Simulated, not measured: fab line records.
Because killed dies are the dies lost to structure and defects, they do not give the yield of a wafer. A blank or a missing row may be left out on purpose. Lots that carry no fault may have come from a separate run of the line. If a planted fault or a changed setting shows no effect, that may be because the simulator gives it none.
fab line records ; flow nandHarc
[record] lots = 6; wafers = 17; lastDay = 31
route steps=1302 shown A_ONON_D1@424 END@1302
lots untouched by any fault: they come from a run of this same line in which no faults occurred
startH: hours from the record's opening day to when the first of the lot's shown wafers began ; waitH: how many hours have passed since the lot's step before this one ; " identical to the entry in the row above ; L1.1+2: a row that stands for several wafers ; - no value, or no start was given ; * or withheld: withheld ; < > ~ a bound
route shown NAME@n: NAME is a module with steps in the file, n the number in the route of the first one ; usual: mean/standard deviation of fault-free wafers ; same: alike in all rows ; chamber/n: place in a boat ; sites: readings site by site ; _std_site: standard deviation of those values ; _edge_site: the outer-site mean with the inner-site mean subtracted ; radiusMm: how far each site lies from the wafer's centre ; mask NAME#n: copy n ; behind: tool/chamber where the wafer was last shaped ; hold: what put the lot on hold/how long, in hours/how the hold closed ; device: the n, p or np transistor that did not switch ; end of line: tests run on the same wafers once the route is complete ; a step with no rows: only its recipe ; killed: the dies lost at the first sort to structure and to defects; this is not the yield of the wafer ; map: shows each die of a wafer: x if killed, . if not, _ if none is there
set.NAME: the setting that was run; set.NAME@STEP: the one run at that earlier step ; model.NAME: the simulator's own value behind a step, which no gauge read
lots seen at some steps along the route; tables by step, rows by wafer
services: a tool's chamber out of use, with start hour (startH, from the record's first day; less than 0 if before it), hours out, and reason
[[steps]]
[step NHARC_A_ONON_D1_DEP_00]
[recipe] targetThkA = 10000; n2FlowSccm = 2750; n2oFlowSccm = 2000; nh3FlowSccm = 500; sih4FlowSccm = 210; tempC = 400
[step NHARC_A_ONON_D1_THK_MEAS_02]
[recipe] thkMeasGauge = ellipsometry
[usual] thkNm = 1000/7.9
lot.wafer;tool;chamber;startH;waitH;thkNm
L746.1;filmMetro-01;-;172.73;-;1009
L746.2;filmMetro-01;-;172.73;-;1007
L746.3;filmMetro-01;-;172.73;-;1007
L747.1;filmMetro-02;-;180.40;-;1003
L747.2;filmMetro-02;-;180.40;-;1004
L747.5;filmMetro-02;-;180.40;-;1003
L749.1;filmMetro-02;-;202.14;-;1000
L749.2;filmMetro-02;-;202.14;-;997
L749.3;filmMetro-02;-;202.14;-;999
L750.2;filmMetro-01;-;211.82;-;992
L750.6;filmMetro-01;-;211.82;-;992
L760.1;filmMetro-02;-;305.36;-;1011
L760.4;filmMetro-02;-;305.36;-;1011
L760.6;filmMetro-02;-;305.36;-;1008
L762.1;filmMetro-01;-;334.62;-;1000
L762.3;filmMetro-01;-;334.62;-;998
L762.6;filmMetro-01;-;334.62;-;999
[step NHARC_A_ONON_D1_DEP_03]
[recipe] targetThkA = 10000; n2FlowSccm = 2750; n2oFlowSccm = 2000; nh3FlowSccm = 500; sih4FlowSccm = 210; tempC = 400
[step NHARC_A_ONON_D1_THK_MEAS_05]
[recipe] thkMeasGauge = ellipsometry
[usual] thkNm = 998/9.4
lot.wafer;tool;chamber;startH;waitH;thkNm
L746.1;filmMetro-01;-;173.30;-;1001
L746.2;filmMetro-01;-;173.30;-;998
L746.3;filmMetro-01;-;173.30;-;999
L747.1;filmMetro-01;-;180.98;-;1003
L747.2;filmMetro-01;-;180.98;-;1004
L747.5;filmMetro-01;-;180.98;-;1005
L749.1;filmMetro-02;-;202.71;-;994
L749.2;filmMetro-02;-;202.71;-;995
L749.3;filmMetro-02;-;202.71;-;997
L750.2;filmMetro-02;-;212.38;-;983
L750.6;filmMetro-02;-;212.38;-;983
L760.1;filmMetro-02;-;305.93;-;980
L760.4;filmMetro-02;-;305.93;-;979
L760.6;filmMetro-02;-;305.93;-;978
L762.1;filmMetro-01;-;335.20;-;1001
L762.3;filmMetro-01;-;335.20;-;1002
L762.6;filmMetro-01;-;335.20;-;1001
[step NHARC_A_ONON_D1_DEP_06]
[recipe] targetThkA = 10000; n2FlowSccm = 2750; n2oFlowSccm = 2000; nh3FlowSccm = 500; sih4FlowSccm = 210; tempC = 400
[step NHARC_A_ONON_D1_THK_MEAS_08]
[recipe] thkMeasGauge = ellipsometry
[usual] thkNm = 1001/9.4
lot.wafer;tool;chamber;startH;waitH;thkNm
L746.1;filmMetro-01;-;173.86;-;1011
L746.2;filmMetro-01;-;173.86;-;1011
L746.3;filmMetro-01;-;173.86;-;1008
L747.1;filmMetro-01;-;181.55;-;1002
L747.2;filmMetro-01;-;181.55;-;1002
L747.5;filmMetro-01;-;181.55;-;1000
L749.1;filmMetro-01;-;203.26;-;988
L749.2;filmMetro-01;-;203.26;-;989
L749.3;filmMetro-01;-;203.26;-;989
L750.2;filmMetro-01;-;212.95;-;1006
L750.6;filmMetro-01;-;212.95;-;1006
L760.1;filmMetro-01;-;306.49;-;1001
L760.4;filmMetro-01;-;306.49;-;1002
L760.6;filmMetro-01;-;306.49;-;1003
L762.1;filmMetro-01;-;335.77;-;1001
L762.3;filmMetro-01;-;335.77;-;1003
L762.6;filmMetro-01;-;335.77;-;1003
[step NHARC_A_ONON_D1_DEP_09]
[recipe] targetThkA = 10000; n2FlowSccm = 2750; n2oFlowSccm = 2000; nh3FlowSccm = 500; sih4FlowSccm = 210; tempC = 400
[step NHARC_A_ONON_D1_THK_MEAS_11]
[recipe] thkMeasGauge = ellipsometry
[usual] thkNm = 998/7.7
lot.wafer;tool;chamber;startH;waitH;thkNm
L746.1;filmMetro-02;-;174.43;-;993
L746.2;filmMetro-02;-;174.43;-;996
L746.3;filmMetro-02;-;174.43;-;995
L747.1;filmMetro-01;-;182.12;-;998
L747.2;filmMetro-01;-;182.12;-;1001
L747.5;filmMetro-01;-;182.12;-;999
L749.1;filmMetro-02;-;203.83;-;995
L749.2;filmMetro-02;-;203.83;-;995
L749.3;filmMetro-02;-;203.83;-;995
L750.2;filmMetro-01;-;213.53;-;990
L750.6;filmMetro-01;-;213.53;-;990
L760.1;filmMetro-02;-;307.06;-;995
L760.4;filmMetro-02;-;307.06;-;996
L760.6;filmMetro-02;-;307.06;-;998
L762.1;filmMetro-01;-;336.33;-;1003
L762.3;filmMetro-01;-;336.33;-;1002
L762.6;filmMetro-01;-;336.33;-;1000
[step NHARC_A_ONON_D1_DEP_12]
[recipe] targetThkA = 10000; n2FlowSccm = 2750; n2oFlowSccm = 2000; nh3FlowSccm = 500; sih4FlowSccm = 210; tempC = 400
[step NHARC_A_ONON_D1_THK_MEAS_14]
[recipe] thkMeasGauge = ellipsometry
[usual] thkNm = 999/9.8
lot.wafer;tool;chamber;startH;waitH;thkNm
L746.1;filmMetro-02;-;175.00;-;994
L746.2;filmMetro-02;-;175.00;-;995
L746.3;filmMetro-02;-;175.00;-;994
L747.1;filmMetro-02;-;182.68;-;992
L747.2;filmMetro-02;-;182.68;-;993
L747.5;filmMetro-02;-;182.68;-;992
L749.1;filmMetro-01;-;204.40;-;982
L749.2;filmMetro-01;-;204.40;-;983
L749.3;filmMetro-01;-;204.40;-;982
L750.2;filmMetro-01;-;214.09;-;1003
L750.6;filmMetro-01;-;214.09;-;1002
L760.1;filmMetro-02;-;307.63;-;1017
L760.4;filmMetro-02;-;307.63;-;1020
L760.6;filmMetro-02;-;307.63;-;1017
L762.1;filmMetro-02;-;336.90;-;990
L762.3;filmMetro-02;-;336.90;-;990
L762.6;filmMetro-02;-;336.90;-;990
[step NHARC_A_ONON_D1_ANNEAL_15]
[recipe] tempC = 750; timeS = 3600
[step NHARC_A_ONON_D1_DEP_16]
[recipe] targetThkA = 10000; n2FlowSccm = 2750; n2oFlowSccm = 2000; nh3FlowSccm = 500; sih4FlowSccm = 210; tempC = 400
lot.wafer;tool;chamber;startH;waitH
L746.1+2+3;pecvdOnon-01;0;182.30;0.1
L747.1+2+5;pecvdOnon-03;0;190.12;0.1
L749.1+2+3;pecvdOnon-03;0;212.06;0.1
L750.2+6;pecvdOnon-03;0;221.76;0.1
L760.1+4+6;pecvdOnon-02;0;315.69;0.1
L762.1+3+6;pecvdOnon-01;0;344.19;0.1
[step NHARC_A_ONON_D1_THK_MEAS_18]
[recipe] thkMeasGauge = ellipsometry
[usual] thkNm = 1001/11
lot.wafer;tool;chamber;startH;waitH;thkNm
L746.1;filmMetro-02;-;182.81;-;1016
L746.2;filmMetro-02;-;182.81;-;1017
L746.3;filmMetro-02;-;182.81;-;1016
L747.1;filmMetro-02;-;190.64;-;985
L747.2;filmMetro-02;-;190.64;-;984
L747.5;filmMetro-02;-;190.64;-;985
L749.1;filmMetro-02;-;212.57;-;1568
L749.2;filmMetro-02;-;212.57;-;1569
L749.3;filmMetro-02;-;212.57;-;1567
L750.2;filmMetro-02;-;222.21;-;1584
L750.6;filmMetro-02;-;222.21;-;1585
L760.1;filmMetro-01;-;316.19;-;1011
L760.4;filmMetro-01;-;316.19;-;1012
L760.6;filmMetro-01;-;316.19;-;1012
L762.1;filmMetro-02;-;344.70;-;1002
L762.3;filmMetro-02;-;344.70;-;1001
L762.6;filmMetro-02;-;344.70;-;1001
[step NHARC_A_ONON_D1_DEP_19]
[recipe] targetThkA = 10000; n2FlowSccm = 2750; n2oFlowSccm = 2000; nh3FlowSccm = 500; sih4FlowSccm = 210; tempC = 400
[step NHARC_END_SORT_01]
[recipe] tempC = 25
[usual] killedAtArray = 56/19; killedAtOther = 0.8/1.1; killedAtPeriphery = 3.4/2.5; killedDies = 60/19; killedOpen = 2.9/1.7; killedShort = 2.4/1.6
[same] grossDies = 677
lot.wafer;tool;chamber;startH;waitH;killedAtArray;killedAtOther;killedAtPeriphery;killedDies;killedOpen;killedShort
L746.1;prober-01;0;574.90;2.5;62;0;4;66;3;1
L746.2;prober-01;0;575.69;2.8;65;0;5;70;0;2
L746.3;prober-01;0;576.49;3.1;59;0;4;63;2;2
L747.1;prober-01;0;583.45;2.5;75;0;2;77;2;2
L747.2;prober-01;0;584.25;2.8;64;0;2;66;1;3
L747.5;prober-01;0;586.67;3.7;75;0;6;81;3;1
L749.1;prober-01;0;601.69;2.5;675;0;2;677;2;8
L749.2;prober-01;0;602.49;2.8;671;1;5;677;5;4
L749.3;prober-01;0;603.29;3.1;676;0;1;677;3;1
L760.1;prober-01;0;716.85;2.5;98;0;5;103;2;2
L760.4;prober-01;0;719.24;3.4;88;2;0;90;4;1
L760.6;prober-01;0;720.83;4.0;93;0;2;95;1;2
L762.1;prober-02;0;729.62;2.5;31;0;2;33;1;0
L762.3;prober-02;0;731.21;3.1;32;0;2;34;2;4
L762.6;prober-02;0;733.59;4.0;25;0;1;26;2;2
// killed by level:class
L746.1 A_SLIT:chamberFilmFlake=24 A_CHANNEL_HOLE_D2:chamberFilmFlake=23 P_M1:chamberFilmFlake=4 A_WL_FILL:chamberFilmFlake=3 A_BONDPAD:chamberFilmFlake=3 A_STAIRCASE:chamberFilmFlake=2 A_ONON_D1:geometricParticle:open=1 A_ONON_D2:geometricParticle:open=1
L746.2 A_CHANNEL_HOLE_D2:chamberFilmFlake=30 A_SLIT:chamberFilmFlake=20 A_CONTACT:chamberFilmFlake=5 P_M1:chamberFilmFlake=3 A_WL_FILL:chamberFilmFlake=3 A_BONDPAD:chamberFilmFlake=3 A_CHANNEL_HOLE_D1:chamberFilmFlake=2 P_STI:geometricParticle:short=1
L746.3 A_CHANNEL_HOLE_D2:chamberFilmFlake=23 A_SLIT:chamberFilmFlake=23 A_CONTACT:chamberFilmFlake=4 P_M1:chamberFilmFlake=2 P_M1:geometricParticle:open=1 A_CHANNEL_FILL_D1:geometricParticle:short=1 A_DECK1_JOINT:geometricParticle:short=1 A_M0:geometricParticle:open=1
L747.1 A_CHANNEL_HOLE_D1:chamberFilmFlake=29 A_SLIT:chamberFilmFlake=22 A_CHANNEL_HOLE_D2:chamberFilmFlake=6 A_STAIRCASE:chamberFilmFlake=5 A_CONTACT:unspecified=3 A_CONTACT:chamberFilmFlake=3 P_M0:geometricParticle:open=1 A_ONON_D1:geometricParticle:open=1
L747.2 A_CHANNEL_HOLE_D1:chamberFilmFlake=26 A_SLIT:chamberFilmFlake=23 A_M1:chamberFilmFlake=4 P_M1:chamberFilmFlake=2 A_CHANNEL_HOLE_D2:chamberFilmFlake=2 A_ONON_D1:geometricParticle:short=1 A_ONON_D2:geometricParticle:open=1 A_CHANNEL_FILL_D2:geometricParticle:short=1
L747.5 A_SLIT:chamberFilmFlake=27 A_CHANNEL_HOLE_D1:chamberFilmFlake=22 A_CHANNEL_HOLE_D2:chamberFilmFlake=12 P_M1:chamberFilmFlake=4 A_STAIRCASE:chamberFilmFlake=3 A_CONTACT:chamberFilmFlake=3 A_M1:chamberFilmFlake=3 P_M1:geometricParticle:open=1
L749.1 A_ONON_D1:areaDep=596 A_SLIT:chamberFilmFlake=34 A_CHANNEL_HOLE_D2:chamberFilmFlake=25 A_STAIRCASE:chamberFilmFlake=8 A_ONON_D1:geometricParticle:short=3 A_WL_FILL:geometricParticle:short=2 P_STI:geometricParticle:short=1 A_ONON_D2:geometricParticle:open=1
L749.2 A_ONON_D1:areaDep=597 A_SLIT:chamberFilmFlake=36 A_CHANNEL_HOLE_D2:chamberFilmFlake=22 A_STAIRCASE:chamberFilmFlake=4 P_GATE:chamberFilmFlake=2 A_CHANNEL_HOLE_D1:chamberFilmFlake=2 A_DECK1_JOINT:chamberFilmFlake=2 A_CHANNEL_FILL_D2:chamberFilmFlake=2
L749.3 A_ONON_D1:areaDep=609 A_SLIT:chamberFilmFlake=32 A_CHANNEL_HOLE_D2:chamberFilmFlake=26 P_CONTACT:geometricParticle:open=1 A_CHANNEL_FILL_D1:geometricParticle:open=1 A_CHANNEL_FILL_D1:geometricParticle:short=1 A_ONON_D2:geometricParticle:open=1 A_CHANNEL_HOLE_D1:chamberFilmFlake=1
L760.1 A_SLIT:chamberFilmFlake=43 A_CHANNEL_HOLE_D1:chamberFilmFlake=25 A_CHANNEL_HOLE_D2:chamberFilmFlake=24 P_M0:chamberFilmFlake=2 P_M0:geometricParticle:open=1 A_SOURCE_PLATE:geometricParticle:short=1 A_CHANNEL_FILL_D1:geometricParticle:open=1 A_CHANNEL_HOLE_D2:geometricParticle:short=1
L760.4 A_CHANNEL_HOLE_D1:chamberFilmFlake=33 A_SLIT:chamberFilmFlake=31 A_CHANNEL_HOLE_D2:chamberFilmFlake=12 A_CONTACT:chamberFilmFlake=3 A_CHANNEL_FILL_D1:geometricParticle:open=2 A_M1:chamberFilmFlake=2 A_ONON_D2:geometricParticle:short=1 A_M0:geometricParticle:open=1
L760.6 A_SLIT:chamberFilmFlake=36 A_CHANNEL_HOLE_D1:chamberFilmFlake=32 A_CHANNEL_HOLE_D2:chamberFilmFlake=19 A_STAIRCASE:chamberFilmFlake=2 P_M0:geometricParticle:open=1 A_CHANNEL_FILL_D2:geometricParticle:short=1 A_SGD_CUT:geometricParticle:short=1 P_STI:chamberFilmFlake=1
L762.1 A_CHANNEL_HOLE_D1:chamberFilmFlake=14 A_SLIT:chamberFilmFlake=6 A_CONTACT:chamberFilmFlake=6 A_WL_FILL:chamberFilmFlake=3 P_GATE:geometricParticle:open=1 P_GATE:chamberFilmFlake=1 A_DECK1_JOINT:chamberFilmFlake=1 A_SGD_CUT:chamberFilmFlake=1
L762.3 A_CHANNEL_HOLE_D1:chamberFilmFlake=9 A_CONTACT:chamberFilmFlake=7 A_SLIT:chamberFilmFlake=7 A_CHANNEL_FILL_D2:geometricParticle:short=3 A_WL_FILL:chamberFilmFlake=3 P_M2:geometricParticle:short=1 A_CHANNEL_FILL_D1:geometricParticle:open=1 A_M0:geometricParticle:open=1
L762.6 A_CHANNEL_HOLE_D1:chamberFilmFlake=9 A_SLIT:chamberFilmFlake=5 A_CONTACT:chamberFilmFlake=3 A_WL_FILL:chamberFilmFlake=2 A_SGD_CUT:chamberFilmFlake=2 P_CONTACT:geometricParticle:open=1 A_CHANNEL_HOLE_D1:geometricParticle:open=1 A_CHANNEL_HOLE_D2:geometricParticle:short=1
// map L749.1 (x killed, . not)
____________x____________
_________xxxxxxx_________
_______xxxxxxxxxxx_______
______xxxxxxxxxxxxx______
_____xxxxxxxxxxxxxxx_____
____xxxxxxxxxxxxxxxxx____
____xxxxxxxxxxxxxxxxx____
___xxxxxxxxxxxxxxxxxxx___
___xxxxxxxxxxxxxxxxxxx___
__xxxxxxxxxxxxxxxxxxxxx__
__xxxxxxxxxxxxxxxxxxxxx__
_xxxxxxxxxxxxxxxxxxxxxxx_
_xxxxxxxxxxxxxxxxxxxxxxx_
_xxxxxxxxxxxxxxxxxxxxxxx_
_xxxxxxxxxxxxxxxxxxxxxxx_
_xxxxxxxxxxxxxxxxxxxxxxx_
xxxxxxxxxxxxxxxxxxxxxxxxx
xxxxxxxxxxxxxxxxxxxxxxxxx
xxxxxxxxxxxxxxxxxxxxxxxxx
xxxxxxxxxxxxxxxxxxxxxxxxx
xxxxxxxxxxxxxxxxxxxxxxxxx
_xxxxxxxxxxxxxxxxxxxxxxx_
_xxxxxxxxxxxxxxxxxxxxxxx_
_xxxxxxxxxxxxxxxxxxxxxxx_
_xxxxxxxxxxxxxxxxxxxxxxx_
_xxxxxxxxxxxxxxxxxxxxxxx_
__xxxxxxxxxxxxxxxxxxxxx__
__xxxxxxxxxxxxxxxxxxxxx__
___xxxxxxxxxxxxxxxxxxx___
___xxxxxxxxxxxxxxxxxxx___
____xxxxxxxxxxxxxxxxx____
____xxxxxxxxxxxxxxxxx____
_____xxxxxxxxxxxxxxx_____
______xxxxxxxxxxxxx______
_______xxxxxxxxxxx_______
_________xxxxxxx_________
____________x____________
// map L747.5 (x killed, . not)
____________.____________
_________...x..._________
_______x.xx......._______
______x.x..........______
_____.xxxx.........._____
____..xxxx.........x.____
____.xxxxx..x.....xx.____
___....x....x.....xx..___
___....x..x...x.xx....___
__..x.....x.xxx.x.x....__
__........xx.xx...x....__
_........x.xxxx........._
_.x........xxx..xx......_
_........x.x.x..x......._
_............x.x........_
_.........x.x.x........._
....x......x.............
x....x.......x..........x
................x........
.........................
.........................
_......................._
_......................._
_......x................_
_..................x...._
_......................._
__.....................__
__...x...........x..x.x__
___..x................___
___..............x....___
____..............x..____
____.................____
_____..........x...._____
______.............______
_______..........._______
_________......._________
____________.____________
[[services]]
tool;chamber;startH;hours;kind
pecvdOnon-02;-;185.00;13.0;pm
pecvdOnon-03;-;227.05;13.0;pm
pecvdOnon-01;-;269.31;13.0;pm
pecvdOnon-02;-;309.50;1.2;repair
[[key]]
[firstSign] step = NHARC_A_ONON_D1_THK_MEAS_18; reading = thkNm; direction = up; sigmas = 52; usual = 1001; struck = 1574
[effect] step = NHARC_END_SORT_01; reading = killedAtArray; direction = up; sigmas = 33; usual = 56; struck = 674
[moreKillsBornAt] NHARC_A_ONON_D1_DEP_16@pecvdOnon-03 = 1802
metAt NHARC_A_ONON_D1_DEP_16
struckWafers L749.1,L749.2,L749.3,L750.2,L750.6
laterRowsLeftOut L749.1,L749.2,L749.3,L750.2,L750.6
sortLeftOut L750.2,L750.6
testerLeftOut L749,L750
onsetBetween 190.12 212.06
[fault] kind = processParameterDrift; tool = pecvdOnon-03; chamber = -; onsetH = 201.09; steps = NHARC_A_ONON_D1_DEP_16; channel = targetThkA; offset = *; shape = step; actsIn = *; stated = *
// testerLeftOut: of these lots the tester's yield and bins aren't shown, on N5 and GAA mostly nor the transistor test; their killed dies are dies lost to structure and defects alone, not to doping, threshold or leakage, so they don't give the yield
// sortLeftOut: the simulated sort isn't trusted on such a fault, so these wafers' sort isn't shown, and their yield isn't known
// laterRowsLeftOut: the simulator's readings of these wafers behind a module that went badly wrong aren't trusted and aren't shown, but for the sort
